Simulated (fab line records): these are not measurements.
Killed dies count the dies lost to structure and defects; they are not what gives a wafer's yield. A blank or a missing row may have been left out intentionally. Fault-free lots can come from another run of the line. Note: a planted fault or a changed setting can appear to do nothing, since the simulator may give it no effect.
fab line records || flow nand_harc || part 2 of 2: steps 25 to 37 of 37
record {"lots": 5, "wafers": 15, "last_day": 31}
route steps=1302 shown A_STAIRCASE@745
lots that met no fault: taken from a fault-free run of the same line
start_h: hours from the record's opening day to when the first of the lot's shown wafers began || wait_h: time in hours since the lot's previous step || " as in the row above || L1.1+2: a row that stands for several wafers || - no value present, or no start provided || * or withheld: withheld || < > ~ a bound
route shown NAME@n: a module of which the file shows steps, and the number in the route of the first || usual: mean/standard deviation of fault-free wafers || same: alike in all rows || chamber/n: place in a boat || sites: per-site readings || _std_site: standard deviation across them || _edge_site: inner sites' mean taken away from outer sites' mean || radius_mm: for every site, how far away it sits from the centre of the wafer || mask NAME#n: copy n || behind: the most recent tool/chamber to have shaped the wafer || hold: cause of the lot's hold/its duration in hours/its outcome || device: which transistor (n, p or np) failed to switch || end of line: tests run on the same wafers once the route is complete || a step with no rows: only its recipe || killed: count of dies lost to structure and defects at first sort (not the wafer's yield) || map: shows each die of a wafer: x if killed, . if not, _ if none is there
set.NAME: the setting as run; set.NAME@STEP: as run at that earlier step || model.NAME: the simulator's own value behind a step, which no gauge read
lots seen at some steps along the route; tables by step, rows by wafer
services: a tool's chamber out of use, with start hour (start_h, from the record's first day; less than 0 if before it), hours out, and reason
## steps
# step NHARC_A_STAIRCASE_SRD_257
{"lot.wafer": "L079.1+4+2", "tool": "wet_bench-06", "chamber": "7,1,4", "start_h": "-", "wait_h": "-"}
{"lot.wafer": "L082.1+6+4", "tool": "wet_bench-06", "chamber": "4,6,7", "start_h": "-", "wait_h": "-"}
{"lot.wafer": "L084.1+4+3", "tool": "wet_bench-01", "chamber": "5,6,0", "start_h": "-", "wait_h": "-"}
{"lot.wafer": "L086.4+2+1", "tool": "wet_bench-04", "chamber": "4,5,7", "start_h": "-", "wait_h": "-"}
{"lot.wafer": "L092.6+2+5", "tool": "wet_bench-06", "chamber": "7,1,3", "start_h": "-", "wait_h": "-"}
# step NHARC_A_STAIRCASE_HM_DEP_456
# recipe {"target_thk_a": 31000, "temp_c": 400, "material": "aC"}
# usual {"throttle_valve_pct": "34.999/0.0084"}
{"lot.wafer": "L079.1", "tool": "acl_dep-03", "chamber": 0, "start_h": 420.03, "wait_h": "-", "throttle_valve_pct": 35.004}
{"lot.wafer": "L079.2", "tool": "acl_dep-03", "chamber": 0, "start_h": 420.03, "wait_h": "-", "throttle_valve_pct": 34.996}
{"lot.wafer": "L079.4", "tool": "acl_dep-03", "chamber": 0, "start_h": 420.03, "wait_h": "-", "throttle_valve_pct": 34.993}
{"lot.wafer": "L082.1", "tool": "acl_dep-03", "chamber": 0, "start_h": 448.97, "wait_h": "-", "throttle_valve_pct": 34.999}
{"lot.wafer": "L082.4", "tool": "acl_dep-03", "chamber": 0, "start_h": 448.97, "wait_h": "-", "throttle_valve_pct": 35.012}
{"lot.wafer": "L082.6", "tool": "acl_dep-03", "chamber": 0, "start_h": 448.97, "wait_h": "-", "throttle_valve_pct": 34.991}
{"lot.wafer": "L084.1", "tool": "acl_dep-03", "chamber": 0, "start_h": 472.91, "wait_h": "-", "throttle_valve_pct": 34.991}
{"lot.wafer": "L084.3", "tool": "acl_dep-03", "chamber": 0, "start_h": 472.91, "wait_h": "-", "throttle_valve_pct": 34.999}
{"lot.wafer": "L084.4", "tool": "acl_dep-03", "chamber": 0, "start_h": 472.91, "wait_h": "-", "throttle_valve_pct": 35.006}
{"lot.wafer": "L086.1", "tool": "acl_dep-01", "chamber": 0, "start_h": 486.46, "wait_h": "-", "throttle_valve_pct": 35.005}
{"lot.wafer": "L086.2", "tool": "acl_dep-01", "chamber": 0, "start_h": 486.46, "wait_h": "-", "throttle_valve_pct": 34.995}
{"lot.wafer": "L086.4", "tool": "acl_dep-01", "chamber": 0, "start_h": 486.46, "wait_h": "-", "throttle_valve_pct": 34.993}
{"lot.wafer": "L092.2", "tool": "acl_dep-01", "chamber": 0, "start_h": 537.84, "wait_h": "-", "throttle_valve_pct": 34.988}
{"lot.wafer": "L092.5", "tool": "acl_dep-01", "chamber": 0, "start_h": 537.84, "wait_h": "-", "throttle_valve_pct": 34.993}
{"lot.wafer": "L092.6", "tool": "acl_dep-01", "chamber": 0, "start_h": 537.84, "wait_h": "-", "throttle_valve_pct": 35.007}
# step NHARC_A_STAIRCASE_DEP_259
# recipe {"target_thk_a": 300, "target_thk_nm": 30, "temp_c": 400, "pressure_torr": 3.5, "flow_sccm": 200, "rf_w": 350, "material": "SiON"}
# usual {"heater_power_w": "771/100"}
{"lot.wafer": "L079.2", "tool": "pecvd-03", "chamber": 2, "start_h": 421.88, "wait_h": 1.2, "heater_power_w": 872}
{"lot.wafer": "L079.1", "tool": "pecvd-03", "chamber": 0, "start_h": 421.88, "wait_h": 1.2, "heater_power_w": 886}
{"lot.wafer": "L079.4", "tool": "pecvd-03", "chamber": 0, "start_h": 421.88, "wait_h": 1.2, "heater_power_w": 881}
{"lot.wafer": "L082.1", "tool": "pecvd-03", "chamber": 1, "start_h": 450.86, "wait_h": 1.6, "heater_power_w": 893}
{"lot.wafer": "L082.4", "tool": "pecvd-03", "chamber": 0, "start_h": 450.86, "wait_h": 1.6, "heater_power_w": 858}
{"lot.wafer": "L082.6", "tool": "pecvd-03", "chamber": 1, "start_h": 450.86, "wait_h": 1.6, "heater_power_w": 863}
{"lot.wafer": "L084.1", "tool": "pecvd-02", "chamber": 0, "start_h": 474.78, "wait_h": 1.6, "heater_power_w": 713}
{"lot.wafer": "L084.3", "tool": "pecvd-02", "chamber": 1, "start_h": 474.78, "wait_h": 1.6, "heater_power_w": 780}
{"lot.wafer": "L084.4", "tool": "pecvd-02", "chamber": 1, "start_h": 474.78, "wait_h": 1.6, "heater_power_w": 819}
{"lot.wafer": "L086.1", "tool": "pecvd-02", "chamber": 1, "start_h": 488.33, "wait_h": 1.6, "heater_power_w": 773}
{"lot.wafer": "L086.2", "tool": "pecvd-02", "chamber": 2, "start_h": 488.33, "wait_h": 1.6, "heater_power_w": 833}
{"lot.wafer": "L086.4", "tool": "pecvd-02", "chamber": 2, "start_h": 488.33, "wait_h": 1.6, "heater_power_w": 811}
{"lot.wafer": "L092.2", "tool": "pecvd-02", "chamber": 2, "start_h": 539.39, "wait_h": 1.2, "heater_power_w": 736}
{"lot.wafer": "L092.5", "tool": "pecvd-02", "chamber": 2, "start_h": 539.39, "wait_h": 1.2, "heater_power_w": 741}
{"lot.wafer": "L092.6", "tool": "pecvd-02", "chamber": 1, "start_h": 539.39, "wait_h": 1.2, "heater_power_w": 909}
# step NHARC_A_STAIRCASE_DEHYDRATE_260
# recipe {"temp_c": 150, "time_s": 120}
{"lot.wafer": "L079.1+2+4", "tool": "litho_track-02", "chamber": 0, "start_h": 422.15, "wait_h": 0.2}
{"lot.wafer": "L082.1+4+6", "tool": "litho_track-07", "chamber": 0, "start_h": 451.17, "wait_h": 0.3}
{"lot.wafer": "L084.1+3+4", "tool": "litho_track-03", "chamber": 0, "start_h": 475.05, "wait_h": 0.2}
{"lot.wafer": "L086.1+2+4", "tool": "litho_track-02", "chamber": 0, "start_h": 488.60, "wait_h": 0.2}
{"lot.wafer": "L092.2+5+6", "tool": "litho_track-02", "chamber": 0, "start_h": 539.66, "wait_h": 0.2}
# step NHARC_A_STAIRCASE_HMDS_261
# recipe {"time_s": 30}
{"lot.wafer": "L079.1+2+4", "tool": "litho_track-02", "chamber": 0, "start_h": "-", "wait_h": "-"}
{"lot.wafer": "L082.1+4+6", "tool": "litho_track-07", "chamber": 0, "start_h": "-", "wait_h": "-"}
{"lot.wafer": "L084.1+3+4", "tool": "litho_track-03", "chamber": 0, "start_h": "-", "wait_h": "-"}
{"lot.wafer": "L086.1+2+4", "tool": "litho_track-02", "chamber": 0, "start_h": "-", "wait_h": "-"}
{"lot.wafer": "L092.2+5+6", "tool": "litho_track-02", "chamber": 0, "start_h": "-", "wait_h": "-"}
# step NHARC_A_STAIRCASE_COAT_262
# recipe {"spin_rpm": 1200}
{"lot.wafer": "L079.1+2+4", "tool": "litho_track-02", "chamber": 0, "start_h": "-", "wait_h": "-"}
{"lot.wafer": "L082.1+4+6", "tool": "litho_track-07", "chamber": 0, "start_h": "-", "wait_h": "-"}
{"lot.wafer": "L084.1+3+4", "tool": "litho_track-03", "chamber": 0, "start_h": "-", "wait_h": "-"}
{"lot.wafer": "L086.1+2+4", "tool": "litho_track-02", "chamber": 0, "start_h": "-", "wait_h": "-"}
{"lot.wafer": "L092.2+5+6", "tool": "litho_track-02", "chamber": 0, "start_h": "-", "wait_h": "-"}
# step NHARC_A_STAIRCASE_SOFTBAKE_263
# recipe {"temp_c": 135, "time_s": 170}
{"lot.wafer": "L079.1+2+4", "tool": "litho_track-02", "chamber": 0, "start_h": "-", "wait_h": "-"}
{"lot.wafer": "L082.1+4+6", "tool": "litho_track-07", "chamber": 0, "start_h": "-", "wait_h": "-"}
{"lot.wafer": "L084.1+3+4", "tool": "litho_track-03", "chamber": 0, "start_h": "-", "wait_h": "-"}
{"lot.wafer": "L086.1+2+4", "tool": "litho_track-02", "chamber": 0, "start_h": "-", "wait_h": "-"}
{"lot.wafer": "L092.2+5+6", "tool": "litho_track-02", "chamber": 0, "start_h": "-", "wait_h": "-"}
# step NHARC_A_STAIRCASE_EBR_264
{"lot.wafer": "L079.1+2+4", "tool": "litho_track-02", "chamber": 0, "start_h": "-", "wait_h": "-"}
{"lot.wafer": "L082.1+4+6", "tool": "litho_track-07", "chamber": 0, "start_h": "-", "wait_h": "-"}
{"lot.wafer": "L084.1+3+4", "tool": "litho_track-03", "chamber": 0, "start_h": "-", "wait_h": "-"}
{"lot.wafer": "L086.1+2+4", "tool": "litho_track-02", "chamber": 0, "start_h": "-", "wait_h": "-"}
{"lot.wafer": "L092.2+5+6", "tool": "litho_track-02", "chamber": 0, "start_h": "-", "wait_h": "-"}
# step NHARC_A_STAIRCASE_EXPOSE_265
# recipe {"na": 0.5, "dose_mj": 25.01, "mask_id": "CHOP_200"}
# usual {"stage_vel_mm_s": "500.05/0.23"}
{"lot.wafer": "L079.1", "tool": "krf_scanner-01", "chamber": 0, "start_h": 422.49, "wait_h": "-", "mask": "CHOP_200#0", "stage_vel_mm_s": 500.02}
{"lot.wafer": "L079.2", "tool": "krf_scanner-01", "chamber": 0, "start_h": 422.49, "wait_h": "-", "mask": "CHOP_200#0", "stage_vel_mm_s": 500.17}
{"lot.wafer": "L079.4", "tool": "krf_scanner-01", "chamber": 0, "start_h": 422.49, "wait_h": "-", "mask": "CHOP_200#0", "stage_vel_mm_s": 500.15}
{"lot.wafer": "L082.1", "tool": "krf_scanner-02", "chamber": 0, "start_h": 451.50, "wait_h": "-", "mask": "CHOP_200#0", "stage_vel_mm_s": 500.33}
{"lot.wafer": "L082.4", "tool": "krf_scanner-02", "chamber": 0, "start_h": 451.50, "wait_h": "-", "mask": "CHOP_200#0", "stage_vel_mm_s": 500.39}
{"lot.wafer": "L082.6", "tool": "krf_scanner-02", "chamber": 0, "start_h": 451.50, "wait_h": "-", "mask": "CHOP_200#0", "stage_vel_mm_s": 500.20}
{"lot.wafer": "L084.1", "tool": "krf_scanner-04", "chamber": 0, "start_h": 475.26, "wait_h": "-", "mask": "CHOP_200#0", "stage_vel_mm_s": 499.84}
{"lot.wafer": "L084.3", "tool": "krf_scanner-04", "chamber": 0, "start_h": 475.26, "wait_h": "-", "mask": "CHOP_200#0", "stage_vel_mm_s": 499.82}
{"lot.wafer": "L084.4", "tool": "krf_scanner-04", "chamber": 0, "start_h": 475.26, "wait_h": "-", "mask": "CHOP_200#0", "stage_vel_mm_s": 500.13}
{"lot.wafer": "L086.1", "tool": "krf_scanner-04", "chamber": 0, "start_h": 488.81, "wait_h": "-", "mask": "CHOP_200#0", "stage_vel_mm_s": 500.07}
{"lot.wafer": "L086.2", "tool": "krf_scanner-04", "chamber": 0, "start_h": 488.81, "wait_h": "-", "mask": "CHOP_200#0", "stage_vel_mm_s": 499.56}
{"lot.wafer": "L086.4", "tool": "krf_scanner-04", "chamber": 0, "start_h": 488.81, "wait_h": "-", "mask": "CHOP_200#0", "stage_vel_mm_s": 499.84}
{"lot.wafer": "L092.2", "tool": "krf_scanner-01", "chamber": 0, "start_h": 540.00, "wait_h": "-", "mask": "CHOP_200#0", "stage_vel_mm_s": 499.75}
{"lot.wafer": "L092.5", "tool": "krf_scanner-01", "chamber": 0, "start_h": 540.00, "wait_h": "-", "mask": "CHOP_200#0", "stage_vel_mm_s": 499.98}
{"lot.wafer": "L092.6", "tool": "krf_scanner-01", "chamber": 0, "start_h": 540.00, "wait_h": "-", "mask": "CHOP_200#0", "stage_vel_mm_s": 500.13}
# step NHARC_A_STAIRCASE_PEB_266
# recipe {"peb_temp_c": 115, "peb_time_s": 130}
# same {"peb_time_s": 130}
{"lot.wafer": "L079.1+2+4", "tool": "litho_track-03", "chamber": 0, "start_h": 422.55, "wait_h": 0.1}
{"lot.wafer": "L082.1+4+6", "tool": "litho_track-02", "chamber": 0, "start_h": 451.57, "wait_h": 0.1}
{"lot.wafer": "L084.1+3+4", "tool": "litho_track-07", "chamber": 0, "start_h": 475.32, "wait_h": 0.1}
{"lot.wafer": "L086.1+2+4", "tool": "litho_track-03", "chamber": 0, "start_h": 488.87, "wait_h": 0.1}
{"lot.wafer": "L092.2+5+6", "tool": "litho_track-02", "chamber": 0, "start_h": 540.07, "wait_h": 0.1}
# step NHARC_A_STAIRCASE_DEVELOP_267
# recipe {"time_s": 140}
{"lot.wafer": "L079.1+2+4", "tool": "litho_track-03", "chamber": 0, "start_h": "-", "wait_h": "-"}
{"lot.wafer": "L082.1+4+6", "tool": "litho_track-02", "chamber": 0, "start_h": "-", "wait_h": "-"}
{"lot.wafer": "L084.1+3+4", "tool": "litho_track-07", "chamber": 0, "start_h": "-", "wait_h": "-"}
{"lot.wafer": "L086.1+2+4", "tool": "litho_track-03", "chamber": 0, "start_h": "-", "wait_h": "-"}
{"lot.wafer": "L092.2+5+6", "tool": "litho_track-02", "chamber": 0, "start_h": "-", "wait_h": "-"}
# step NHARC_A_STAIRCASE_HARDBAKE_269
# recipe {"temp_c": 120, "time_s": 140}
{"lot.wafer": "L079.1+2+4", "tool": "litho_track-02", "chamber": 0, "start_h": 422.79, "wait_h": "-"}
{"lot.wafer": "L082.1+4+6", "tool": "litho_track-02", "chamber": 0, "start_h": 451.79, "wait_h": "-"}
{"lot.wafer": "L084.1+3+4", "tool": "litho_track-02", "chamber": 0, "start_h": 475.54, "wait_h": "-"}
{"lot.wafer": "L086.1+2+4", "tool": "litho_track-07", "chamber": 0, "start_h": 489.09, "wait_h": "-"}
{"lot.wafer": "L092.2+5+6", "tool": "litho_track-03", "chamber": 0, "start_h": 540.29, "wait_h": "-"}
# step NHARC_A_STAIRCASE_DESCUM_270
# recipe {"time_s": 3, "o2_flow_sccm": 200, "ar_flow_sccm": 0, "bias_power_w": 0, "chemistry": "O2"}
# usual {"drypump_motor_current_A": "5.8/0.35", "o2_flow_sccm": "200.1/0.58", "oes_product_au": "0.997/0.018", "rf_vpp_V": "57.9/0.94", "showerhead_plenum_p_Torr": "1.94/0.093", "throttle_valve_pct": "11.311/0.0088"}
{"lot.wafer": "L079.1", "tool": "rie_diel-11", "chamber": 1, "start_h": 422.88, "wait_h": "-", "drypump_motor_current_A": 5.4, "o2_flow_sccm": 199.6, "oes_product_au": 1.001, "rf_hours_counter_h": 50, "rf_vpp_V": 58.5, "showerhead_plenum_p_Torr": 2.06, "throttle_valve_pct": 11.316}
{"lot.wafer": "L079.2", "tool": "rie_diel-11", "chamber": 3, "start_h": 422.88, "wait_h": "-", "drypump_motor_current_A": 6.0, "o2_flow_sccm": 200.5, "oes_product_au": 1.012, "rf_hours_counter_h": 53, "rf_vpp_V": 58.6, "showerhead_plenum_p_Torr": 1.91, "throttle_valve_pct": 11.317}
{"lot.wafer": "L079.4", "tool": "rie_diel-11", "chamber": 0, "start_h": 422.88, "wait_h": "-", "drypump_motor_current_A": 5.6, "o2_flow_sccm": 200.1, "oes_product_au": 1.000, "rf_hours_counter_h": 55, "rf_vpp_V": 58.8, "showerhead_plenum_p_Torr": 2.00, "throttle_valve_pct": 11.307}
{"lot.wafer": "L082.4", "tool": "rie_diel-11", "chamber": 0, "start_h": 451.88, "wait_h": "-", "drypump_motor_current_A": 5.6, "o2_flow_sccm": 200.3, "oes_product_au": 0.978, "rf_hours_counter_h": 2, "rf_vpp_V": 57.2, "showerhead_plenum_p_Torr": 2.00, "throttle_valve_pct": 11.313}
{"lot.wafer": "L082.1", "tool": "rie_diel-11", "chamber": 2, "start_h": 451.88, "wait_h": "-", "drypump_motor_current_A": 6.2, "o2_flow_sccm": 200.9, "oes_product_au": 0.975, "rf_hours_counter_h": 1, "rf_vpp_V": 58.6, "showerhead_plenum_p_Torr": 2.04, "throttle_valve_pct": 11.308}
{"lot.wafer": "L082.6", "tool": "rie_diel-11", "chamber": 1, "start_h": 451.88, "wait_h": "-", "drypump_motor_current_A": 5.4, "o2_flow_sccm": 199.1, "oes_product_au": 0.953, "rf_hours_counter_h": "-", "rf_vpp_V": 59.7, "showerhead_plenum_p_Torr": 2.06, "throttle_valve_pct": 11.326}
{"lot.wafer": "L084.4", "tool": "rie_diel-05", "chamber": 3, "start_h": 475.63, "wait_h": "-", "drypump_motor_current_A": 5.9, "o2_flow_sccm": 199.9, "oes_product_au": 1.019, "rf_hours_counter_h": 12, "rf_vpp_V": 57.1, "showerhead_plenum_p_Torr": 1.78, "throttle_valve_pct": 11.308}
{"lot.wafer": "L084.1", "tool": "rie_diel-05", "chamber": 0, "start_h": 475.63, "wait_h": "-", "drypump_motor_current_A": 6.6, "o2_flow_sccm": 200.2, "oes_product_au": 1.024, "rf_hours_counter_h": 20, "rf_vpp_V": 56.8, "showerhead_plenum_p_Torr": 1.84, "throttle_valve_pct": 11.299}
{"lot.wafer": "L084.3", "tool": "rie_diel-05", "chamber": 1, "start_h": 475.63, "wait_h": "-", "drypump_motor_current_A": 6.1, "o2_flow_sccm": 200.1, "oes_product_au": 1.002, "rf_hours_counter_h": 20, "rf_vpp_V": 57.8, "showerhead_plenum_p_Torr": 2.03, "throttle_valve_pct": 11.299}
{"lot.wafer": "L086.4", "tool": "rie_diel-10", "chamber": 0, "start_h": 489.19, "wait_h": "-", "drypump_motor_current_A": 5.7, "o2_flow_sccm": 199.1, "oes_product_au": 0.986, "rf_hours_counter_h": 22, "rf_vpp_V": 56.6, "showerhead_plenum_p_Torr": 1.89, "throttle_valve_pct": 11.311}
{"lot.wafer": "L086.1", "tool": "rie_diel-10", "chamber": 2, "start_h": 489.19, "wait_h": "-", "drypump_motor_current_A": 5.7, "o2_flow_sccm": 200.8, "oes_product_au": 0.999, "rf_hours_counter_h": 25, "rf_vpp_V": 57.5, "showerhead_plenum_p_Torr": 1.88, "throttle_valve_pct": 11.310}
{"lot.wafer": "L086.2", "tool": "rie_diel-10", "chamber": 3, "start_h": 489.19, "wait_h": "-", "drypump_motor_current_A": 5.9, "o2_flow_sccm": 200.3, "oes_product_au": 0.994, "rf_hours_counter_h": 25, "rf_vpp_V": 59.4, "showerhead_plenum_p_Torr": 2.07, "throttle_valve_pct": 11.309}
{"lot.wafer": "L092.2", "tool": "rie_diel-10", "chamber": 1, "start_h": 540.38, "wait_h": "-", "drypump_motor_current_A": 5.2, "o2_flow_sccm": 200.3, "oes_product_au": 0.995, "rf_hours_counter_h": 27, "rf_vpp_V": 58.7, "showerhead_plenum_p_Torr": 1.94, "throttle_valve_pct": 11.301}
{"lot.wafer": "L092.5", "tool": "rie_diel-10", "chamber": 1, "start_h": 540.38, "wait_h": "-", "drypump_motor_current_A": 5.2, "o2_flow_sccm": 199.9, "oes_product_au": 0.996, "rf_hours_counter_h": "-", "rf_vpp_V": 56.7, "showerhead_plenum_p_Torr": 1.94, "throttle_valve_pct": 11.335}
{"lot.wafer": "L092.6", "tool": "rie_diel-10", "chamber": 2, "start_h": 540.38, "wait_h": "-", "drypump_motor_current_A": 5.7, "o2_flow_sccm": 200.5, "oes_product_au": 1.006, "rf_hours_counter_h": "-", "rf_vpp_V": 57.8, "showerhead_plenum_p_Torr": 1.88, "throttle_valve_pct": 11.319}
## services
{"tool": "litho_track-02", "chamber": "-", "start_h": 402.01, "hours": 7.0, "kind": "pm"}
{"tool": "wet_bench-04", "chamber": "-", "start_h": 403.20, "hours": 8.0, "kind": "pm"}
{"tool": "pecvd-02", "chamber": "-", "start_h": 408.00, "hours": 13.0, "kind": "pm"}
{"tool": "rie_diel-05", "chamber": "-", "start_h": 408.41, "hours": 9.0, "kind": "pm"}
{"tool": "rie_diel-11", "chamber": "-", "start_h": 416.68, "hours": 0.2, "kind": "repair"}
{"tool": "rie_diel-10", "chamber": "-", "start_h": 419.84, "hours": 9.0, "kind": "pm"}
{"tool": "litho_track-07", "chamber": "-", "start_h": 426.00, "hours": 7.0, "kind": "pm"}
{"tool": "plasma_asher-02", "chamber": "-", "start_h": 426.42, "hours": 9.0, "kind": "pm"}
{"tool": "rie_diel-10", "chamber": 1, "start_h": 432.20, "hours": 13.8, "kind": "repair"}
{"tool": "krf_scanner-01", "chamber": "-", "start_h": 436.95, "hours": 0.5, "kind": "repair"}
{"tool": "krf_scanner-02", "chamber": "-", "start_h": 438.00, "hours": 4.0, "kind": "pm"}
{"tool": "pecvd-02", "chamber": 0, "start_h": 439.53, "hours": 10.7, "kind": "repair"}
{"tool": "litho_track-03", "chamber": "-", "start_h": 450.00, "hours": 7.0, "kind": "pm"}
{"tool": "wet_bench-01", "chamber": "-", "start_h": 453.65, "hours": 8.0, "kind": "pm"}
{"tool": "krf_scanner-01", "chamber": "-", "start_h": 455.93, "hours": 2.5, "kind": "repair"}
{"tool": "plasma_asher-01", "chamber": "-", "start_h": 466.89, "hours": 15.7, "kind": "repair"}
{"tool": "pecvd-02", "chamber": 1, "start_h": 467.95, "hours": 3.5, "kind": "repair"}
{"tool": "acl_dep-03", "chamber": "-", "start_h": 483.17, "hours": 13.0, "kind": "pm"}
{"tool": "krf_scanner-01", "chamber": "-", "start_h": 484.00, "hours": 4.0, "kind": "pm"}
{"tool": "plasma_asher-01", "chamber": "-", "start_h": 484.48, "hours": 2.4, "kind": "repair"}
{"tool": "wet_bench-06", "chamber": "-", "start_h": 487.42, "hours": 2.1, "kind": "repair"}
{"tool": "krf_scanner-04", "chamber": "-", "start_h": 506.91, "hours": 0.8, "kind": "repair"}
{"tool": "plasma_asher-01", "chamber": "-", "start_h": 519.00, "hours": 9.0, "kind": "pm"}
{"tool": "rie_diel-11", "chamber": 0, "start_h": 520.39, "hours": 3.2, "kind": "repair"}
